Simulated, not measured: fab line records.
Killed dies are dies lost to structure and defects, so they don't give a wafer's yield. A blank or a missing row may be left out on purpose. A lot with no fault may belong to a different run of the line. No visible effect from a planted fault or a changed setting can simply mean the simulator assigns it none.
Which of the tools did it?    flow n5 finfet    24 lots with 72 wafers sampled at 5 steps, on a route of 1938 steps

## WHAT EACH GAUGE READ, for each wafer
N5_BEOL_M1_INSPECT_30: inspects for defects (brightfield).
lot   measured      on                 raw defect count
L074  day 6 03:06   defect inspect-02  528 483 598
L075  day 6 10:57   defect inspect-01  434 444 302
L076  day 6 15:32   defect inspect-02  292 381 321
L077  day 6 18:08   defect inspect-01  382 276 288
L078  day 6 20:20   defect inspect-02  423 424 435
L079  day 7 05:35   defect inspect-02  508 393 376
L080  day 7 12:38   defect inspect-02  344 340 253
L081  day 8 00:53   defect inspect-02  333 360 334
L082  day 8 04:53   defect inspect-01  422 484 417
L083  day 8 15:20   defect inspect-02  421 498 448
L084  day 8 17:52   defect inspect-02  425 489 635
L085  day 9 01:41   defect inspect-01  470 329 278
L086  day 9 09:41   defect inspect-02  571 479 418
L087  day 9 11:22   defect inspect-02  454 573 264
L088  day 9 17:09   defect inspect-02  370 437 404
L089  day 9 23:57   defect inspect-01  478 425 558
L090  day 10 03:41  defect inspect-02  462 362 520
L091  day 10 07:08  defect inspect-02  558 465 512
L092  day 10 14:13  defect inspect-01  327 477 403
L093  day 10 22:31  defect inspect-02  482 429 425
L094  day 11 01:25  defect inspect-01  288 287 262
L095  day 11 05:02  defect inspect-02  504 382 359
L096  day 11 20:07  defect inspect-02  229 355 226
L097  day 12 01:00  defect inspect-01  317 348 464

N5_BEOL_M1_INSPECT_59: inspects for defects (darkfield).
lot   measured      on                 raw defect count
L074  day 6 10:18   defect inspect-01  59 87 107
L075  day 6 15:55   defect inspect-02  68 61 94
L076  day 7 00:00   defect inspect-01  76 88 71
L077  day 7 00:22   defect inspect-02  114 65 83
L078  day 7 03:55   defect inspect-01  48 55 88
L079  day 7 12:08   defect inspect-02  49 92 93
L080  day 7 18:46   defect inspect-02  89 67 66
L081  day 8 06:27   defect inspect-02  76 82 69
L082  day 8 10:19   defect inspect-01  66 79 50
L083  day 9 11:15   defect inspect-01  44 75 76
L084  day 9 16:11   defect inspect-02  122 76 81
L085  day 9 16:38   defect inspect-02  87 71 96
L086  day 9 19:49   defect inspect-01  61 79 32
L087  day 10 00:22  defect inspect-02  86 73 48
L088  day 9 22:26   defect inspect-01  58 72 63
L089  day 10 06:11  defect inspect-01  60 111 66
L090  day 10 09:03  defect inspect-01  76 59 79
L091  day 10 12:49  defect inspect-01  98 86 61
L092  day 10 21:28  defect inspect-01  91 55 50
L093  day 11 07:31  defect inspect-02  76 44 65
L094  day 11 07:40  defect inspect-02  86 75 85
L095  day 12 05:43  defect inspect-01  108 53 87
L096  day 12 08:24  defect inspect-02  40 68 72
L097  day 12 09:12  defect inspect-01  103 55 83

## TOOL THAT RAN EACH LOT (tool first, then ch and the chambers of the sampled wafers, then the start)
lot   N5_BEOL_M1_STRIP_36                 N5_BEOL_M1_ANNEAL_80          N5_BEOL_M1_ANNEAL_89
L074  rie diel-02 ch 0,3, day 6 04:49     pvd sputter-01, day 6 07:35   pvd sputter-01, day 6 08:15
L075  rie diel-06 ch 0,1,2, day 6 11:34   pvd sputter-02, day 6 13:11   pvd sputter-02, day 6 13:51
L076  rie diel-06 ch 1,2,3, day 6 18:31   pvd sputter-03, day 6 21:28   pvd sputter-03, day 6 22:07
L077  rie diel-05 ch 2,3, day 6 18:47     pvd sputter-02, day 6 21:50   pvd sputter-02, day 6 22:29
L078  rie diel-02 ch 1,3, day 6 23:52     pvd sputter-01, day 7 01:22   pvd sputter-01, day 7 02:02
L079  rie diel-06 ch 1,3, day 7 07:55     pvd sputter-02, day 7 09:37   pvd sputter-02, day 7 10:16
L080  rie diel-06 ch 0,1,3, day 7 13:41   pvd sputter-01, day 7 16:12   pvd sputter-01, day 7 16:52
L081  rie diel-02 ch 0,2,3, day 8 01:51   pvd sputter-02, day 8 03:55   pvd sputter-02, day 8 04:35
L082  rie diel-06 ch 0,1,2, day 8 05:37   pvd sputter-03, day 8 07:47   pvd sputter-03, day 8 08:26
L083  rie diel-02 ch 0,1,3, day 9 06:32   pvd sputter-03, day 9 08:43   pvd sputter-03, day 9 09:23
L084  rie diel-02 ch 1,2,3, day 9 11:16   pvd sputter-02, day 9 13:39   pvd sputter-02, day 9 14:19
L085  rie diel-05 ch 0,3, day 9 11:18     pvd sputter-01, day 9 14:01   pvd sputter-01, day 9 14:41
L086  rie diel-05 ch 0,2,3, day 9 15:19   pvd sputter-03, day 9 17:11   pvd sputter-03, day 9 17:51
L087  rie diel-06 ch 0,1,3, day 9 19:52   pvd sputter-02, day 9 21:44   pvd sputter-02, day 9 22:23
L088  rie diel-05 ch 0,2, day 9 18:20     pvd sputter-02, day 9 19:53   pvd sputter-02, day 9 20:33
L089  rie diel-02 ch 0,1,2, day 10 01:42  pvd sputter-02, day 10 03:40  pvd sputter-02, day 10 04:19
L090  rie diel-05 ch 1,3, day 10 05:04    pvd sputter-03, day 10 06:31  pvd sputter-03, day 10 07:10
L091  rie diel-06 ch 0,2,3, day 10 08:14  pvd sputter-01, day 10 10:15  pvd sputter-01, day 10 10:55
L092  rie diel-05 ch 0,2,3, day 10 15:46  pvd sputter-02, day 10 18:53  pvd sputter-02, day 10 19:32
L093  rie diel-06 ch 0,1,3, day 11 03:08  pvd sputter-01, day 11 04:59  pvd sputter-01, day 11 05:38
L094  rie diel-02 ch 1,2, day 11 03:08    pvd sputter-03, day 11 05:08  pvd sputter-03, day 11 05:48
L095  rie diel-06 ch 1,2,3, day 11 23:17  pvd sputter-02, day 12 03:10  pvd sputter-02, day 12 03:49
L096  rie diel-05 ch 0,2,3, day 12 04:07  pvd sputter-01, day 12 05:47  pvd sputter-01, day 12 06:26
L097  rie diel-02 ch 1,2, day 12 04:23    pvd sputter-03, day 12 06:40  pvd sputter-03, day 12 07:19
- N5_BEOL_M1_STRIP_36: strips in N2/H2.
- N5_BEOL_M1_ANNEAL_80: time 240 s.
- N5_BEOL_M1_ANNEAL_89: time 240 s.

## WHAT THE TOOLS THEMSELVES READ (means of the sampled wafers that have a number; where no wafer has one, the mark that the record gives instead)
N5_BEOL_M1_STRIP_36.
lot   tool         drypump motor current A (A)  oes product au (a.u.)  rf vpp V (V)  showerhead plenum p Torr (Torr)  throttle valve pct (%)
L074  rie diel-02  5.3                          0.77                   60.1          2.64                             23.7
L075  rie diel-06  5.9                          0.79                   59.4          2.54                             23.5
L076  rie diel-06  6.3                          0.77                   59.9          2.61                             23.6
L077  rie diel-05  5.2                          0.73                   60.8          2.65                             24.3
L078  rie diel-02  5.6                          0.73                   59.7          2.57                             24.0
L079  rie diel-06  6.5                          0.78                   58.8          2.66                             23.5
L080  rie diel-06  6.1                          0.78                   57.9          2.59                             23.4
L081  rie diel-02  5.2                          0.83                   59.7          2.66                             23.5
L082  rie diel-06  5.9                          0.76                   59.1          2.54                             23.5
L083  rie diel-02  5.5                          0.83                   59.0          2.66                             24.0
L084  rie diel-02  5.4                          0.90                   60.6          2.69                             23.8
L085  rie diel-05  6.0                          0.71                   57.3          2.48                             23.8
L086  rie diel-05  5.6                          0.72                   58.1          2.56                             24.0
L087  rie diel-06  6.1                          0.76                   59.9          2.58                             23.4
L088  rie diel-05  5.8                          0.71                   58.7          2.48                             24.1
L089  rie diel-02  5.3                          0.88                   59.7          2.68                             23.7
L090  rie diel-05  5.7                          0.82                   58.4          2.60                             23.8
L091  rie diel-06  5.8                          0.81                   60.5          2.51                             23.6
L092  rie diel-05  5.6                          0.72                   60.2          2.56                             24.0
L093  rie diel-06  6.1                          0.77                   60.3          2.58                             23.5
L094  rie diel-02  5.2                          0.94                   59.2          2.70                             23.5
L095  rie diel-06  6.3                          0.83                   59.6          2.60                             23.5
L096  rie diel-05  5.6                          0.70                   58.9          2.56                             24.0
L097  rie diel-02  5.2                          0.93                   60.2          2.70                             23.5

N5_BEOL_M1_ANNEAL_80.
lot   tool            heater power w (W)
L074  pvd sputter-01  821
L075  pvd sputter-02  827
L076  pvd sputter-03  895
L077  pvd sputter-02  778
L078  pvd sputter-01  856
L079  pvd sputter-02  831
L080  pvd sputter-01  826
L081  pvd sputter-02  851
L082  pvd sputter-03  893
L083  pvd sputter-03  952
L084  pvd sputter-02  801
L085  pvd sputter-01  802
L086  pvd sputter-03  947
L087  pvd sputter-02  838
L088  pvd sputter-02  866
L089  pvd sputter-02  832
L090  pvd sputter-03  934
L091  pvd sputter-01  845
L092  pvd sputter-02  796
L093  pvd sputter-01  862
L094  pvd sputter-03  931
L095  pvd sputter-02  834
L096  pvd sputter-01  824
L097  pvd sputter-03  915

N5_BEOL_M1_ANNEAL_89.
lot   tool            heater power w (W)
L074  pvd sputter-01  823
L075  pvd sputter-02  819
L076  pvd sputter-03  901
L077  pvd sputter-02  776
L078  pvd sputter-01  863
L079  pvd sputter-02  819
L080  pvd sputter-01  841
L081  pvd sputter-02  834
L082  pvd sputter-03  898
L083  pvd sputter-03  941
L084  pvd sputter-02  794
L085  pvd sputter-01  800
L086  pvd sputter-03  959
L087  pvd sputter-02  841
L088  pvd sputter-02  861
L089  pvd sputter-02  821
L090  pvd sputter-03  915
L091  pvd sputter-01  831
L092  pvd sputter-02  791
L093  pvd sputter-01  872
L094  pvd sputter-03  929
L095  pvd sputter-02  840
L096  pvd sputter-01  822
L097  pvd sputter-03  928

## THE ANSWER, worked out from the rows above alone
Rule: the lots themselves supply what counts as usual. Put in order of their means at a reading, lots are off if they are a third of the lots or fewer, leave a main group of 4 or more, and stand apart from it by a gap of 3 or more times the standard deviation of the main group's means; of several such gaps the widest counts. A main group whose means are all the same, to the digits that the tables above print for the reading, isn't used. Also off: a lot with no number at a reading for which 4 or more lots have one. All remaining lots with rows at the step are treated as sound. First the gauges in route order, then the tools' own readings, where a lot's mean is used as printed above. At the first step where some lot is off, the reading lying furthest off is the one used; lots without a number count as furthest.
No lot is off on any of the readings shown, so nothing can be concluded from this.

## WHAT WAS PUT IN BY THE SIMULATOR
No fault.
